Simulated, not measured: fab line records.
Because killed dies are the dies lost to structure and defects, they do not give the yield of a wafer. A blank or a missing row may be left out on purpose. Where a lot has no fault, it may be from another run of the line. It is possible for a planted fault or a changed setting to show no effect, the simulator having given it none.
Which tool is to blame? || flow nandHarc || 6 lots with 18 wafers sampled at 3 steps, on a route of 1159 steps

WHAT THE GAUGES READ, wafer by wafer
NHARC_END_SORT_01.
{"lot": "L724", "measured": "day 20 09:17", "on": "prober-01", "killedAtOther": "0 2 1"}
{"lot": "L725", "measured": "day 21 09:22", "on": "prober-02", "killedAtOther": "0 0 0"}
{"lot": "L730", "measured": "day 21 15:29", "on": "prober-02", "killedAtOther": "1 0 0"}
{"lot": "L734", "measured": "day 22 08:38", "on": "prober-02", "killedAtOther": "0 0 0"}
{"lot": "L739", "measured": "day 23 21:34", "on": "prober-02", "killedAtOther": "646 642 654"}
{"lot": "L745", "measured": "day 25 03:25", "on": "prober-02", "killedAtOther": "0 0 0"}

WHICH TOOL RAN EACH LOT (tool, then ch and the chambers of the sampled wafers, then the start)
{"lot": "L724", "NHARC_A_BONDPAD_PVD_17": "pvdSputter-03, day 19 15:12 or earlier", "NHARC_THIN_TSV_DEP_43": "pecvd-02 ch 1,2, day 19 15:28"}
{"lot": "L725", "NHARC_A_BONDPAD_PVD_17": "pvdSputter-02, day 20 15:43 or earlier", "NHARC_THIN_TSV_DEP_43": "pecvd-02 ch 0,1,2, day 20 16:10"}
{"lot": "L730", "NHARC_A_BONDPAD_PVD_17": "pvdSputter-01, day 21 00:41 or earlier", "NHARC_THIN_TSV_DEP_43": "pecvd-02 ch 1,2, day 21 00:58"}
{"lot": "L734", "NHARC_A_BONDPAD_PVD_17": "pvdSputter-02, day 21 16:25 or earlier", "NHARC_THIN_TSV_DEP_43": "pecvd-03 ch 1,2, day 21 16:38"}
{"lot": "L739", "NHARC_A_BONDPAD_PVD_17": "pvdSputter-02, day 23 01:25 or earlier", "NHARC_THIN_TSV_DEP_43": "pecvd-04 ch 0,2, day 23 01:38"}
{"lot": "L745", "NHARC_A_BONDPAD_PVD_17": "pvdSputter-03, day 24 10:48 or earlier", "NHARC_THIN_TSV_DEP_43": "pecvd-03 ch 0,1,2, day 24 11:06"}
- NHARC_A_BONDPAD_PVD_17: deposits TaN, target thk 5 nm, time 8.06 s.
- NHARC_THIN_TSV_DEP_43: deposits SiO2, target thk 1328.5 nm.

THE ANSWER, worked out from the rows above alone
Rule: usual is defined by the lots themselves. The widest of any qualifying gaps counts: lots, ordered by their means at a reading, are off when they make up no more than a third of the lots, leave a main group of 4 or more, and stand apart from it by 3 or more times the standard deviation of that group's means. Not used: any main group whose means are identical at the precision the tables above print for the reading. A lot without any number at a reading at which 4 lots or more have one is off too. Where the step has rows for the other lots, those lots are counted as sound.
Off: L739 (NHARC_END_SORT_01, killedAtOther). Main group: mean 0.3, sd 0.39.
If a tool, at a process step before that reading, ran all the lots that are off and no sound lot after the first of them, it fits. Those tools and the gauges at NHARC_END_SORT_01 are tried in the same way. Because NHARC_A_BONDPAD_PVD_17 lacks a start for some lots, the hours and order of its lots are taken from NHARC_THIN_TSV_THK_MEAS_02. This does not decide it: 2 tools fit, namely pvdSputter-02 at NHARC_A_BONDPAD_PVD_17 and pecvd-04 at NHARC_THIN_TSV_DEP_43.

WHAT THE SIMULATOR PUT IN
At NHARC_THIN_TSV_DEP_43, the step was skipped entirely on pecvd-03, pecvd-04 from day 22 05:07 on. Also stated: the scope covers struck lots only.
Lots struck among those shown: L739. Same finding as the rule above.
